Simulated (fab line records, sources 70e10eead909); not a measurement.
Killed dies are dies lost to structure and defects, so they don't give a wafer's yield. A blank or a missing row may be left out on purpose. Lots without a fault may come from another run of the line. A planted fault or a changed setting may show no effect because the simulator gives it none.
fab line records | flow nand_harc
record lots=6 wafers=18 last_day=24
route steps=1159 shown P_M0@264 END@1159
lots that met no fault: from a run of the same line without faults
start_h: hours from the record's first day to the start of the lot's first wafer shown | wait_h: hours since the lot's step before | " the same as in the row above | L1.1+2: a row that stands for several wafers | - no value, or no start given | * or withheld: withheld | < > ~ a bound
route shown NAME@n: a module of which the file shows steps, and the number in the route of the first | usual: mean/standard deviation of fault-free wafers | same: alike in all rows | chamber/n: place in a boat | sites: the reading at each site | _std_site: their standard deviation | _edge_site: outer sites' mean less inner sites' | radius_mm: how far each site lies from the wafer's centre | mask NAME#n: copy n | behind: the tool/chamber that last shaped the wafer | hold: why the lot was held/for how many hours/how that ended | device: the transistor (n, p or np) that didn't switch | end of line: the same wafers' tests at the end of the route | a step without rows: its recipe alone | killed: dies lost to structure and defects at the first sort, not the wafer's yield | map: a wafer's dies, x killed, . not, _ none there
set.NAME: the setting as run; set.NAME@STEP: as run at that earlier step | model.NAME: the simulator's own value behind a step, which no gauge read
lots at some steps of the route; a table a step, a row a wafer
services: from which hour (start_h, from the record's first day; less than 0 if before it) a tool's chamber was out of use, for how many hours, and why
## steps
# step NHARC_P_M0_OVL_MEAS_10
# recipe pitch_nm=180
# usual overlay_x_nm=-0.2/0.78 overlay_y_nm=-0.2/0.64
# columns lot.wafer tool chamber start_h wait_h overlay_x_nm overlay_y_nm
L752.1 overlay-02 - 139.97 - 0.3 -0.6
L752.5 " - " " 0.1 -0.5
L752.6 " - " " -0.2 -0.8
L755.1 overlay-01 - 163.90 - -1.2 -1.6
L755.5 " - " " -1.2 -1.2
L755.6 " - " " -0.5 -0.9
L756.3 overlay-01 - 172.90 - -0.6 -1.1
L756.5 " - " " -0.1 -1.1
L756.6 " - " " -0.4 -0.9
L761.1 overlay-02 - 196.33 - -0.6 0.7
L761.3 " - " " -0.2 0.7
L761.6 " - " " -1.2 0.5
L763.1 overlay-02 - 205.73 - -0.6 0.4
L763.2 " - " " -0.6 -0.5
L763.4 " - " " -0.7 -0.1
L770.2 overlay-02 - 246.20 - 1.1 -0.1
L770.5 " - " " 1.0 0.4
L770.6 " - " " 1.1 0.2
# step NHARC_P_M0_INSPECT_11
# usual raw_defect_count=4.0/2.3
# columns lot.wafer tool chamber start_h wait_h raw_defect_count
L752.1 defect_inspect-01 - 140.01 0.0 5
L752.5 " - " " 3
L752.6 " - " " 7
L755.1 defect_inspect-02 - 163.93 0.0 2
L755.5 " - " " 2
L755.6 " - " " 1
L756.3 defect_inspect-01 - 172.94 0.0 2
L756.5 " - " " 4
L756.6 " - " " 3
L761.1 defect_inspect-01 - 196.37 0.0 4
L761.3 " - " " 1
L761.6 " - " " 3
L763.1 defect_inspect-01 - 205.77 0.0 4
L763.2 " - " " 0
L763.4 " - " " 4
L770.2 defect_inspect-01 - 246.24 0.0 11
L770.5 " - " " 6
L770.6 " - " " 4
# step NHARC_P_M0_DESCUM_14
# recipe time_s=3 o2_flow_sccm=200 ar_flow_sccm=0 bias_power_w=0 chemistry=O2
# usual drypump_motor_current_A=5.6/0.6 oes_product_au=0.996/0.0076 rf_vpp_V=57.8/0.89 showerhead_plenum_p_Torr=1.93/0.096 throttle_valve_pct=11.311/0.0097
# columns lot.wafer tool chamber start_h wait_h drypump_motor_current_A oes_product_au rf_hours_counter_h rf_vpp_V showerhead_plenum_p_Torr throttle_valve_pct
L752.1 rie_diel-12 1 140.10 0.1 5.2 1.008 7 57.0 1.94 11.293
L752.5 " 2 " " 5.4 1.008 - 57.1 1.78 11.321
L752.6 " 3 " " 5.9 1.012 - 57.0 1.94 11.306
L755.1 rie_diel-12 2 164.02 0.1 5.4 0.983 9 56.7 1.78 11.304
L755.6 " 3 " " 6.0 0.998 - 57.9 1.93 11.321
L755.5 " 0 " " 6.4 0.994 - 57.5 1.85 11.313
L756.3 rie_diel-02 2 173.03 0.1 5.8 0.991 1 57.5 1.96 11.288
L756.6 " 3 " " 5.9 0.994 - 58.5 2.03 11.302
L756.5 " 0 " " 5.5 0.992 - 57.5 1.85 11.303
L761.1 rie_diel-07 2 196.44 0.1 6.4 1.004 9 57.5 2.03 11.302
L761.3 " 3 " " 5.6 0.997 9 57.5 2.04 11.326
L761.6 " 1 " " 4.7 1.002 - 57.9 1.78 11.312
L763.4 rie_diel-07 1 205.83 0.1 4.7 0.993 10 56.2 1.78 11.323
L763.1 " 3 " " 5.6 1.007 9 59.1 2.04 11.297
L763.2 " 0 " " 5.4 1.004 10 57.1 1.91 11.306
L770.2 rie_diel-07 1 246.32 0.1 4.7 0.998 1 57.8 1.78 11.300
L770.6 " 2 " " 6.4 0.991 - 59.1 2.03 11.317
L770.5 " 3 " " 5.7 1.003 - 58.9 2.04 11.315
# step NHARC_P_M0_ETCH_34
# recipe target_depth_a=400 overetch_a=120 time_s=43.94 ion_energy_ev=200 n2_flow_sccm=150 h2_flow_sccm=150 ar_flow_sccm=0 rf_w=400 bias_w=150 chemistry=N2/H2
# step NHARC_P_M0_ETCH_15
# recipe target_depth_a=1500 overetch_a=150 time_s=82.5 c4f8_flow_sccm=withheld ar_flow_sccm=400 rf_w=600 bias_w=300 chemistry=C4F8/Ar
# usual oes_product_au=0.955/0.021 rf_vpp_V=442/3.1
# columns lot.wafer tool chamber start_h wait_h oes_product_au rf_hours_counter_h rf_vpp_V
L752.1 rie_diel-12 1 - - 0.923 7 441
L752.5 " 2 " " 0.918 - 436
L752.6 " 3 " " 0.924 - 442
L755.1 rie_diel-12 3 - - 0.932 9 442
L755.6 " 2 " " 0.917 - 438
L755.5 " 3 " " 0.922 - 442
L756.3 rie_diel-02 3 - - 0.964 1 445
L756.5 " 3 " " 0.952 - 444
L756.6 " 0 " " 0.953 - 438
L761.1 rie_diel-07 2 - - 0.967 9 445
L761.3 " 3 " " 0.980 9 445
L761.6 " 3 " " 0.969 - 444
L763.1 rie_diel-07 0 - - 0.978 10 441
L763.4 " 1 " " 0.965 10 438
L763.2 " 2 " " 0.952 9 444
L770.2 rie_diel-07 1 - - 0.972 1 435
L770.5 " 2 " " 0.949 - 444
L770.6 " 3 " " 0.967 - 445
# step NHARC_P_M0_CD_MEAS_16
# usual cd_nm=89.9/0.59
# columns lot.wafer tool chamber start_h wait_h cd_nm
L752.1 cd_sem-03 - 140.37 - 91.0
L752.5 " - " " 89.6
L752.6 " - " " 91.4
L755.1 cd_sem-02 - 164.30 - 89.3
L755.5 " - " " 89.3
L755.6 " - " " 90.3
L756.3 cd_sem-03 - 173.31 - 89.5
L756.5 " - " " 89.9
L756.6 " - " " 89.6
L761.1 cd_sem-01 - 196.73 - 90.5
L761.3 " - " " 90.5
L761.6 " - " " 90.6
L763.1 cd_sem-02 - 206.13 - 89.4
L763.2 " - " " 89.1
L763.4 " - " " 88.9
L770.2 cd_sem-01 - 246.60 - 89.8
L770.5 " - " " 90.3
L770.6 " - " " 89.6
# step NHARC_P_M0_STRIP_18
# recipe power_w=1000 n2_flow_sccm=150 h2_flow_sccm=150 ar_flow_sccm=0 bias_w=0 chemistry=N2/H2
# step NHARC_P_M0_STRIP_19
# recipe time_s=600 temp_c=30 chemistry=post_etch_residue_remover
# step NHARC_P_M0_DEGAS_28
# recipe temp_c=250 time_s=60
# usual heater_power_w=327/19
# columns lot.wafer tool chamber start_h wait_h heater_power_w
L752.1 pvd_sputter-01 - 141.01 - 302
L752.5 " - " " 367
L752.6 " - " " 310
L755.1 pvd_sputter-03 - 165.02 - 326
L755.5 " - " " 342
L755.6 " - " " 342
L756.3 pvd_sputter-03 - 173.93 - 337
L756.6 " - " " 336
L756.5 " - " " 320
L761.1 pvd_sputter-03 - 197.36 - 335
L761.3 " - " " 325
L761.6 " - " " 334
L763.1 pvd_sputter-02 - 206.74 - 308
L763.4 " - " " 311
L763.2 " - " " 311
L770.2 pvd_sputter-02 - 247.21 - 293
L770.6 " - " " 297
L770.5 " - " " 327
# step NHARC_P_M0_PRE_CLEAN_29
# recipe time_s=30 temp_c=280 gas=H2/He
# step NHARC_P_M0_PVD_20
# recipe target_thk_a=50 bias_v=168.6 power_w=15000 chamber_pressure_pa=0.12 time_s=8.06 substrate_temp_c=50 material=TaN
# usual throttle_valve_pct=29.8/1.1
# columns lot.wafer tool chamber start_h wait_h throttle_valve_pct
L752.1 pvd_sputter-01 - - - 27.3
L752.5 " - " " 31.1
L752.6 " - " " 29.9
L755.1 pvd_sputter-03 - - - 29.6
L755.6 " - " " 31.1
L755.5 " - " " 29.3
L756.3 pvd_sputter-03 - - - 30.9
L756.6 " - " " 28.8
L756.5 " - " " 30.9
L761.1 pvd_sputter-03 - - - 30.6
L761.3 " - " " 28.7
L761.6 " - " " 29.4
L763.2 pvd_sputter-02 - - - 30.3
L763.1 " - " " 29.4
L763.4 " - " " 31.3
L770.2 pvd_sputter-02 - - - 30.8
L770.6 " - " " 30.6
L770.5 " - " " 30.1
# step NHARC_P_M0_PVD_21
# recipe target_thk_a=300 chamber_pressure_pa=5 power_w=5000 substrate_temp_c=30 time_s=20.49 material=Cu
# usual throttle_valve_pct=29.7/1.1
# columns lot.wafer tool chamber start_h wait_h throttle_valve_pct
L752.1 pvd_sputter-01 - - - 29.2
L752.6 " - " " 31.0
L752.5 " - " " 29.9
L755.1 pvd_sputter-03 - - - 29.4
L755.5 " - " " 31.1
L755.6 " - " " 29.4
L756.3 pvd_sputter-03 - - - 30.4
L756.5 " - " " 28.7
L756.6 " - " " 30.8
L761.3 pvd_sputter-03 - - - 30.4
L761.1 " - " " 31.0
L761.6 " - " " 30.3
L763.2 pvd_sputter-02 - - - 30.7
L763.1 " - " " 30.9
L763.4 " - " " 29.2
L770.2 pvd_sputter-02 - - - 30.5
L770.6 " - " " 30.8
L770.5 " - " " 30.2
# step NHARC_P_M0_ECD_22
# recipe target_thk_a=4000 bath_temp_c=25 material=Cu
# columns lot.wafer tool chamber start_h wait_h
L752.1+6+5 ecd_cu-02 0,0,1 141.37 -
L755.1+6+5 ecd_cu-02 0,0,1 165.56 -
L756.3+5+6 ecd_cu-02 1,0,1 174.43 -
L761.1+3+6 ecd_cu-01 0,1,0 197.76 -
L763.2+1+4 ecd_cu-01 1,0,0 207.11 -
L770.2+6+5 ecd_cu-02 0,0,1 247.57 -
# step NHARC_P_M0_ANNEAL_30
# recipe temp_c=225 time_s=90
# step NHARC_P_M0_CMP_23
# recipe t_overpolish_s=20 target_thk_nm=117.53
# usual edge_zone_pressure_frac=1.001/0.0049 motor_current_A=12.5/1.3 time_to_endpoint_s=29.0/2.1
# columns lot.wafer tool chamber start_h wait_h edge_zone_pressure_frac motor_current_A time_to_endpoint_s
L752.1 cmp-01 3 142.18 - 0.992 12.1 29.9
L752.5 " 0 " " 1.001 11.9 27.8
L752.6 " 1 " " 0.999 13.6 30.6
L755.1 cmp-02 1 166.38 - 1.005 10.1 36.4
L755.6 " 2 " " 0.991 13.5 26.9
L755.5 " 3 " " 1.002 13.1 33.6
L756.3 cmp-02 1 175.00 - 0.997 9.8 28.6
L756.6 " 1 " " 1.008 9.5 28.6
L756.5 " 2 " " 1.002 13.7 38.1
L761.3 cmp-02 1 198.46 - 0.995 9.8 26.6
L761.1 " 3 " " 1.003 13.1 29.6
L761.6 " 0 " " 1.009 12.0 29.5
L763.1 cmp-02 3 207.86 - 1.000 12.9 24.7
L763.2 " 0 " " 1.000 12.5 27.7
L763.4 " 1 " " 1.001 10.1 24.0
L770.2 cmp-02 3 248.37 - 0.995 13.0 35.0
L770.6 " 0 " " 1.004 12.1 33.8
L770.5 " 1 " " 0.999 10.1 32.7
# step NHARC_P_M0_THK_MEAS_24
# recipe thk_meas_gauge=xrf
# usual thk_nm=117.5/1.4
# columns lot.wafer tool chamber start_h wait_h thk_nm
L752.1 film_metro-01 - 142.41 - 116.8
L752.5 " - " " 115.7
L752.6 " - " " 117.3
L755.1 film_metro-01 - 166.62 - 118.0
L755.5 " - " " 116.4
L755.6 " - " " 119.0
L756.3 film_metro-02 - 175.32 - 115.7
L756.5 " - " " 118.1
L756.6 " - " " 117.5
L761.1 film_metro-02 - 198.75 - 117.0
L761.3 " - " " 115.8
L761.6 " - " " 115.4
L763.1 film_metro-02 - 208.16 - 117.2
L763.2 " - " " 118.3
L763.4 " - " " 117.1
L770.2 film_metro-02 - 248.61 - 119.4
L770.5 " - " " 118.7
L770.6 " - " " 117.6
# step NHARC_END_SORT_01
# recipe temp_c=25
# usual defect_limited_yield=95.4/1.4 killed_at_array=27/10 killed_at_other=0.6/1 killed_at_periphery=3.4/2.7 killed_dies=31/9.7 killed_open=3.4/1.7 killed_short=2.2/1.5 sort_bin_2_pct=1.4/0.57 sort_bin_3_pct=0.25/0.23 sort_bin_4_pct=3.0/0.94 sort_n_pass=646/9.7 sort_rim_yield_pct=95.3/3 sort_yield_pct=95.4/1.4
# same gross_dies=677 sort_bin_5_pct[%]=0 sort_bin_6_pct[%]=0 sort_bin_7_pct[%]=0 sort_bin_8_pct[%]=0 sort_rim_n_gross=106.00
# columns lot.wafer tool chamber start_h wait_h defect_limited_yield[%] killed_at_array killed_at_other killed_at_periphery killed_dies killed_open killed_short sort_bin_2_pct[%] sort_bin_3_pct[%] sort_bin_4_pct[%] sort_n_pass sort_rim_yield_pct[%] sort_yield_pct[%]
L755.1 prober-01 0 494.03 2.5 96.3 20 1 4 25 5 5 1.2 0 2.5 652 93.4 96.3
L755.6 prober-01 0 498.11 4.1 98.5 7 0 3 10 3 1 0.6 0.15 0.7 667 98.1 98.5
L761.1 prober-02 0 526.27 2.5 94.7 28 6 2 36 2 0 1.8 0.59 3.0 641 98.1 94.7
L761.3 prober-02 0 527.86 3.1 95.0 30 3 1 34 3 2 1.5 0 3.5 643 98.1 95.0
L761.6 prober-02 0 530.25 4.0 95.9 25 3 0 28 4 0 0.4 0.44 3.2 649 91.5 95.9
# killed by level:class
L755.1 A_CHANNEL_HOLE_D1:chamber_film_flake=6 A_CONTACT:geometric_particle:short=2 A_CONTACT:geometric_particle:open=2 P_M0:chamber_film_flake=2 A_ZERO_WELL:chamber_film_flake=2 A_STAIRCASE:chamber_film_flake=2 P_M0:geometric_particle:open=1 A_ONON_D1:geometric_particle:short=1
L755.6 A_STAIRCASE:chamber_film_flake=3 P_GATE:geometric_particle:open=1 A_ONON_D1:geometric_particle:open=1 A_CHANNEL_FILL_D1:geometric_particle:open=1 A_CONTACT:geometric_particle:short=1 P_GATE:chamber_film_flake=1 P_M0:chamber_film_flake=1 A_CONTACT:chamber_film_flake=1
L761.1 A_SLIT:chamber_film_flake=16 THIN_TSV:chamber_film_flake=6 A_CONTACT:chamber_film_flake=4 A_CHANNEL_HOLE_D1:chamber_film_flake=3 P_GATE:chamber_film_flake=2 A_WL_FILL:chamber_film_flake=2 A_CHANNEL_FILL_D1:geometric_particle:open=1 A_M1:geometric_particle:open=1
L761.3 A_SLIT:chamber_film_flake=15 A_STAIRCASE:chamber_film_flake=4 A_CHANNEL_HOLE_D1:chamber_film_flake=3 THIN_TSV:chamber_film_flake=3 A_WL_FILL:chamber_film_flake=2 A_CONTACT:chamber_film_flake=2 P_M1:geometric_particle:open=1 A_ONON_D1:geometric_particle:short=1
L761.6 A_SLIT:chamber_film_flake=11 A_CONTACT:chamber_film_flake=5 A_STAIRCASE:chamber_film_flake=3 THIN_TSV:chamber_film_flake=3 A_CHANNEL_HOLE_D1:chamber_film_flake=2 A_CHANNEL_FILL_D1:geometric_particle:open=1 A_WL_FILL:geometric_particle:open=1 A_CONTACT:geometric_particle:open=1
## services
# columns tool chamber start_h hours kind
cmp-02 - 129.49 4.0 pm
rie_diel-12 0 130.88 4.4 repair
rie_diel-07 0 133.77 - clean
rie_diel-07 1 133.77 - clean
rie_diel-07 2 133.77 - clean
cmp-01 - 146.71 1.7 repair
rie_diel-02 - 150.73 9.0 pm
ecd_cu-02 - 151.46 1.6 repair
pvd_sputter-01 - 158.05 10.0 pm
rie_diel-02 3 161.05 3.9 repair
pvd_sputter-03 - 162.06 2.9 repair
cmp-01 - 176.94 2.2 repair
cmp-01 - 179.57 4.0 pm
ecd_cu-02 - 180.00 8.0 pm
rie_diel-02 0 200.15 1.5 repair
rie_diel-12 - 202.40 9.0 pm
rie_diel-12 2 213.05 9.5 repair
pvd_sputter-02 - 214.00 10.0 pm
pvd_sputter-03 - 221.09 3.8 repair
cmp-02 - 227.49 4.0 pm
rie_diel-07 - 228.27 9.0 pm
rie_diel-02 3 236.04 15.7 repair
cmp-02 - 242.45 0.9 repair
cmp-02 - 243.63 4.6 repair
## key
first_sign step=NHARC_P_M0_CMP_23 reading=time_to_endpoint_s direction=up sigmas=3.4 usual=* struck=*
effect none on later readings
met_at NHARC_P_M0_ECD_22
struck_wafers L755.1,L755.5,L756.5
onset_between 141.37 165.56
fault kind=process_parameter_drift tool=ecd_cu-02 chamber=- onset_h=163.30 steps=NHARC_P_M0_ECD_22 channel=target_thk_a offset=* shape=step end_h=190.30 scope=struck_wafers_only acts_in=* stated=*
